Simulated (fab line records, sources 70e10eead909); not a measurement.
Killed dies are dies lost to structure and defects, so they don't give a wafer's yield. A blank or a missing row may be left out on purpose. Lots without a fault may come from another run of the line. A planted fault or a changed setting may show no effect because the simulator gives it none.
Chamber matching | flow nand_harc | NHARC_A_STAIRCASE_ETCH_292 on rie_diel-06: 4 sister chambers
The step etches the open film in CF4/CHF3. 4 wafers are shown with their chamber, then 12 later ones without.

WAFERS WITH THEIR CHAMBER
wafer  | chamber | showerhead_plenum_p_Torr (Torr)
L085.2 | 0       | 1.49
L090.1 | 1       | 1.50
L090.2 | 2       | 1.65
L090.5 | 3       | 1.48

WAFERS WITHOUT THEIR CHAMBER
wafer  | showerhead_plenum_p_Torr (Torr)
L092.2 | 1.65
L092.4 | 1.65
L092.6 | 1.50
L092.1 | 1.50
L092.3 | 1.48
L092.5 | 1.48
L094.1 | 1.65
L094.3 | 1.47
L094.5 | 1.65
L095.2 | 1.65
L095.4 | 1.48
L095.6 | 1.64

WHICH CHAMBER EACH WENT THROUGH
wafer  | from the rows above | in truth
L092.2 | 2                   | 2
L092.4 | 2                   | 2
L092.6 | 1                   | 1
L092.1 | 1                   | 1
L092.3 | 3                   | 3
L092.5 | 3                   | 3
L094.1 | 2                   | 2
L094.3 | 3                   | 3
L094.5 | 2                   | 2
L095.2 | 2                   | 2
L095.4 | 3                   | 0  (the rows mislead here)
L095.6 | 2                   | 2
Placed correctly: 11 of 12. Can't be placed from these rows: 0. Placed wrongly: 1.
How it was worked out, from the rows above alone: a wafer's distance from a chamber is the root of the sum, over the readings, of the square of ((its reading less the chamber's mean) divided by the reading's scatter). The wafer belongs to the nearest chamber; if the next one is less than 2 further off, it can't be placed. A chamber's mean is the mean of its shown wafers. The scatter: with one shown wafer a chamber, the root of the mean of the squares of how far each hidden wafer lies from its nearest shown one.
